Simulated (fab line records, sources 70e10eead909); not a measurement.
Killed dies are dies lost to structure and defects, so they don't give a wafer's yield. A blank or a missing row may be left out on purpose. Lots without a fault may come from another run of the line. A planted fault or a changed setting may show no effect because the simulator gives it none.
Which tool did it? | flow nand_harc | 15 lots, 45 wafers sampled, at 5 steps of a route of 1159

WHAT THE GAUGES READ, wafer by wafer
The record holds no reading of a measuring or inspecting step that can be judged against a usual standard deviation.

WHICH TOOL RAN EACH LOT (tool, then ch and the chambers of the sampled wafers, then the start)
lot  | NHARC_A_CHANNEL_FILL_D1_ALD_15                 | NHARC_A_CHANNEL_FILL_D1_ETCHBACK_19 | NHARC_A_CHANNEL_FILL_D1_ETCHBACK_20 | NHARC_A_CHANNEL_FILL_D1_CVD_09   | NHARC_A_CHANNEL_FILL_D1_CMP_10
L638 | ald_sin_batch-01 ch 0, day 10 03:13 or earlier | rie_si-01 ch 0,1,3, day 10 03:13    | rie_diel-12 ch 0,2,3, day 10 03:20  | lpcvd_poly-04 ch 0, day 11 00:02 | cmp-03 ch 0,1,3, day 11 03:15
L641 | ald_sin_batch-02 ch 0, day 10 10:13 or earlier | rie_si-01 ch 0,3, day 10 10:13      | rie_diel-11 ch 0,2, day 10 10:22    | lpcvd_poly-01 ch 0, day 11 06:35 | cmp-03 ch 0,1,3, day 11 09:47
L642 | ald_sin_batch-02 ch 0, day 10 14:35 or earlier | rie_si-06 ch 0,2,3, day 10 14:35    | rie_diel-10 ch 0,1,2, day 10 14:42  | lpcvd_poly-04 ch 0, day 11 11:06 | cmp-04 ch 1,2, day 11 14:24
L643 | ald_sin_batch-03 ch 0, day 10 20:24 or earlier | rie_si-06 ch 0,2,3, day 10 20:24    | rie_diel-12 ch 1,2,3, day 10 20:31  | lpcvd_poly-01 ch 0, day 11 16:43 | cmp-03 ch 0,1, day 11 19:53
L644 | ald_sin_batch-01 ch 0, day 11 07:59 or earlier | rie_si-02 ch 2,3, day 11 07:59      | rie_diel-11 ch 0,2,3, day 11 08:05  | lpcvd_poly-04 ch 0, day 12 05:24 | cmp-04 ch 0,3, day 12 08:35
L645 | ald_sin_batch-01 ch 0, day 11 23:19 or earlier | rie_si-06 ch 1,2, day 11 23:19      | rie_diel-10 ch 1,2, day 11 23:28    | lpcvd_poly-01 ch 0, day 12 19:38 | cmp-02 ch 0,1,2, day 12 22:45
L647 | ald_sin_batch-01 ch 0, day 11 23:20 or earlier | rie_si-01 ch 0,3, day 11 23:20      | rie_diel-12 ch 0,1,3, day 11 23:29  | lpcvd_poly-01 ch 0, day 12 19:38 | cmp-04 ch 0,3, day 12 22:45
L650 | ald_sin_batch-02 ch 0, day 12 16:41 or earlier | rie_si-02 ch 0,2,3, day 12 16:41    | rie_diel-12 ch 1,2,3, day 12 16:47  | lpcvd_poly-04, day 13 12:43      | cmp-03 ch 2,3, day 13 15:55
L651 | ald_sin_batch-02 ch 0, day 12 16:40 or earlier | rie_si-06 ch 0,3, day 12 16:40      | rie_diel-11 ch 1,2,3, day 12 16:49  | lpcvd_poly-04, day 13 12:43      | cmp-02 ch 1,2,3, day 13 15:55
L648 | ald_sin_batch-01 ch 0, day 12 20:40 or earlier | rie_si-06 ch 1,2, day 12 20:40      | rie_diel-10 ch 0,1,2, day 12 20:48  | lpcvd_poly-02, day 13 16:43      | cmp-03 ch 1,2, day 13 19:54
L653 | ald_sin_batch-01 ch 0, day 13 16:01 or earlier | rie_si-06 ch 0,2, day 13 16:01      | rie_diel-10 ch 1,2,3, day 13 16:08  | lpcvd_poly-02 ch 0, day 14 11:59 | cmp-04 ch 0,1, day 14 15:08
L657 | ald_sin_batch-01 ch 0, day 14 06:48 or earlier | rie_si-01 ch 2,3, day 14 06:48      | rie_diel-10 ch 1,2, day 14 06:56    | lpcvd_poly-02 ch 0, day 15 02:56 | cmp-04 ch 0,2,3, day 15 06:11
L658 | ald_sin_batch-01 ch 0, day 14 19:31 or earlier | rie_si-02 ch 0,2,3, day 14 19:31    | rie_diel-10 ch 0,2,3, day 14 19:39  | lpcvd_poly-04 ch 0, day 15 15:50 | cmp-04 ch 0,3, day 15 18:58
L659 | ald_sin_batch-01 ch 0, day 14 19:32 or earlier | rie_si-06 ch 0,1,3, day 14 19:32    | rie_diel-10 ch 0,1, day 14 19:41    | lpcvd_poly-02 ch 0, day 15 19:19 | cmp-02 ch 0,2,3, day 15 22:31
L660 | ald_sin_batch-01 ch 0, day 15 10:33 or earlier | rie_si-02 ch 0,1, day 15 10:33      | rie_diel-10 ch 0,2, day 15 10:41    | lpcvd_poly-02 ch 0, day 16 06:31 | cmp-04 ch 0,3, day 16 09:43
- NHARC_A_CHANNEL_FILL_D1_ALD_15: deposits SiNx, target thk 2 nm, pulse time 60 s, ald cycles 19.
- NHARC_A_CHANNEL_FILL_D1_ETCHBACK_19: etches the open film in HBr/Cl2, target depth 5 nm, time 1.7 s.
- NHARC_A_CHANNEL_FILL_D1_ETCHBACK_20: etches the open film in C4F8/O2/Ar, target depth 27 nm, time 13.5 s.
- NHARC_A_CHANNEL_FILL_D1_CVD_09: deposits poly-Si, target thk 150 nm, time 3000 s.
- NHARC_A_CHANNEL_FILL_D1_CMP_10: polishes, target thk 150 nm.

WHAT THE TOOLS THEMSELVES READ (means of the sampled wafers that have a number; where no wafer has one, the mark that the record gives instead)
NHARC_A_CHANNEL_FILL_D1_ALD_15.
lot  | tool             | precursor_pulse_height_rel
L638 | ald_sin_batch-01 | 0.996
L641 | ald_sin_batch-02 | 0.997
L642 | ald_sin_batch-02 | 0.991
L643 | ald_sin_batch-03 | 0.999
L644 | ald_sin_batch-01 | 0.999
L645 | ald_sin_batch-01 | 0.997
L647 | ald_sin_batch-01 | 0.988
L650 | ald_sin_batch-02 | 1.004
L651 | ald_sin_batch-02 | 0.990
L648 | ald_sin_batch-01 | 0.993
L653 | ald_sin_batch-01 | 0.995
L657 | ald_sin_batch-01 | 1.004
L658 | ald_sin_batch-01 | 1.009
L659 | ald_sin_batch-01 | 1.023
L660 | ald_sin_batch-01 | 0.998

NHARC_A_CHANNEL_FILL_D1_ETCHBACK_19.
lot  | tool      | drypump_motor_current_A (A) | he_backside_leak_sccm (sccm) | oes_product_au (a.u.) | throttle_valve_pct (%)
L638 | rie_si-01 | 5.7                         | 2.87                         | 0.995                 | 26.396
L641 | rie_si-01 | 5.6                         | 2.60                         | 0.989                 | 26.398
L642 | rie_si-06 | 5.8                         | 2.73                         | 0.999                 | 26.402
L643 | rie_si-06 | 5.8                         | 2.75                         | 0.995                 | 26.403
L644 | rie_si-02 | 5.9                         | 3.08                         | 1.015                 | 26.396
L645 | rie_si-06 | 5.3                         | 2.60                         | 0.992                 | 26.405
L647 | rie_si-01 | 5.5                         | 2.62                         | 0.984                 | 26.396
L650 | rie_si-02 | 5.8                         | 2.68                         | 1.001                 | 26.408
L651 | rie_si-06 | 5.7                         | 2.72                         | 1.007                 | 26.400
L648 | rie_si-06 | 5.3                         | 2.49                         | 0.982                 | 26.404
L653 | rie_si-06 | 5.9                         | 2.71                         | 0.987                 | 26.399
L657 | rie_si-01 | 5.4                         | 2.93                         | 0.997                 | 26.412
L658 | rie_si-02 | 5.8                         | 3.13                         | 0.995                 | 26.400
L659 | rie_si-06 | 5.4                         | 2.66                         | 1.006                 | 26.407
L660 | rie_si-02 | 5.8                         | 2.79                         | 1.001                 | 26.417

NHARC_A_CHANNEL_FILL_D1_ETCHBACK_20.
lot  | tool        | oes_product_au (a.u.) | rf_vpp_V (V)
L638 | rie_diel-12 | 1.01                  | 975
L641 | rie_diel-11 | 1.00                  | 977
L642 | rie_diel-10 | 1.00                  | 977
L643 | rie_diel-12 | 0.93                  | 975
L644 | rie_diel-11 | 0.91                  | 981
L645 | rie_diel-10 | 0.98                  | 976
L647 | rie_diel-12 | 1.00                  | 973
L650 | rie_diel-12 | 1.00                  | 975
L651 | rie_diel-11 | 1.00                  | 981
L648 | rie_diel-10 | 0.93                  | 978
L653 | rie_diel-10 | 1.00                  | 978
L657 | rie_diel-10 | 0.92                  | 976
L658 | rie_diel-10 | 0.92                  | 978
L659 | rie_diel-10 | 0.99                  | 980
L660 | rie_diel-10 | 0.92                  | 977

NHARC_A_CHANNEL_FILL_D1_CVD_09.
lot  | tool          | pressure_mtorr (mTorr) | run_length_s (s) | spike_tc_bottom_C (C) | spike_tc_lower_C (C) | spike_tc_upper_C (C) | tube_center_temp_C (C)
L638 | lpcvd_poly-04 | 200.3                  | 3002.6           | 644.6                 | 619.0                | 620.8                | 620
L641 | lpcvd_poly-01 | 200.0                  | 3001.8           | 643.0                 | 619.8                | 619.5                | 620
L642 | lpcvd_poly-04 | 200.1                  | 3002.4           | 644.0                 | 620.0                | 622.4                | 620
L643 | lpcvd_poly-01 | 200.1                  | 3001.7           | 644.9                 | 619.9                | 619.8                | 620
L644 | lpcvd_poly-04 | 199.5                  | 3002.6           | 644.5                 | 619.5                | 621.5                | 620
L645 | lpcvd_poly-01 | 200.1                  | 3001.8           | 642.9                 | 618.9                | 619.8                | 620
L647 | lpcvd_poly-01 | 200.2                  | 3001.7           | 642.9                 | 619.9                | 620.1                | 620
L650 | lpcvd_poly-04 | -                      | -                | -                     | -                    | -                    | -
L651 | lpcvd_poly-04 | -                      | -                | -                     | -                    | -                    | -
L648 | lpcvd_poly-02 | -                      | -                | -                     | -                    | -                    | -
L653 | lpcvd_poly-02 | 199.8                  | 3001.3           | 644.3                 | 621.4                | 619.1                | 620
L657 | lpcvd_poly-02 | 199.9                  | 3001.0           | 645.4                 | 620.9                | 618.3                | 620
L658 | lpcvd_poly-04 | 200.4                  | 3003.0           | 644.4                 | 619.0                | 621.0                | 620
L659 | lpcvd_poly-02 | 200.6                  | 3001.3           | 644.4                 | 620.7                | 619.2                | 620
L660 | lpcvd_poly-02 | 200.3                  | 3001.3           | 645.8                 | 621.4                | 618.5                | 620

NHARC_A_CHANNEL_FILL_D1_CMP_10.
lot  | tool   | motor_current_A (A) | time_to_endpoint_s (s)
L638 | cmp-03 | 12.6                | 13
L641 | cmp-03 | 12.4                | 14
L642 | cmp-04 | 12.2                | 14
L643 | cmp-03 | 11.1                | 14
L644 | cmp-04 | 12.0                | 22
L645 | cmp-02 | 12.3                | 11
L647 | cmp-04 | 11.7                | 21
L650 | cmp-03 | 14.6                | 5
L651 | cmp-02 | 12.3                | 5
L648 | cmp-03 | 12.3                | 3
L653 | cmp-04 | 12.5                | 15
L657 | cmp-04 | 12.9                | 17
L658 | cmp-04 | 11.9                | 20
L659 | cmp-02 | 13.3                | 11
L660 | cmp-04 | 11.9                | 19

THE ANSWER, worked out from the rows above alone
Rule: what is usual is taken from the lots themselves. Put in order of their means at a reading, lots are off if they are a third of the lots or fewer, leave a main group of 4 or more, and stand apart from it by a gap of 3 or more times the standard deviation of the main group's means; of several such gaps the widest counts. A main group whose means are all the same, to the digits that the tables above print for the reading, isn't used. A lot without any number at a reading at which 4 lots or more have one is off too. The other lots that the step has rows for count as sound. The gauges are gone through in route order, then the tools' own readings, and for those a lot's mean is taken as printed above. The first step at which some lot is off is used, and at that step the reading that is off furthest; a lot without a number counts as furthest.
Off: L650, L651, L648, at NHARC_A_CHANNEL_FILL_D1_CVD_09 (pressure_mtorr). Without a number there: L650, L651, L648. The main group: mean 200.1 mTorr, standard deviation 0.28.
A tool fits if, at that step or a process step before it, it ran every lot that is off, and no sound lot after the first of them. NHARC_A_CHANNEL_FILL_D1_ALD_15 gives no start for some lots, so the hours and the order of its lots are those of NHARC_A_CHANNEL_FILL_D1_ETCHBACK_19. None of those tried fits.

WHAT THE SIMULATOR HAD PUT IN
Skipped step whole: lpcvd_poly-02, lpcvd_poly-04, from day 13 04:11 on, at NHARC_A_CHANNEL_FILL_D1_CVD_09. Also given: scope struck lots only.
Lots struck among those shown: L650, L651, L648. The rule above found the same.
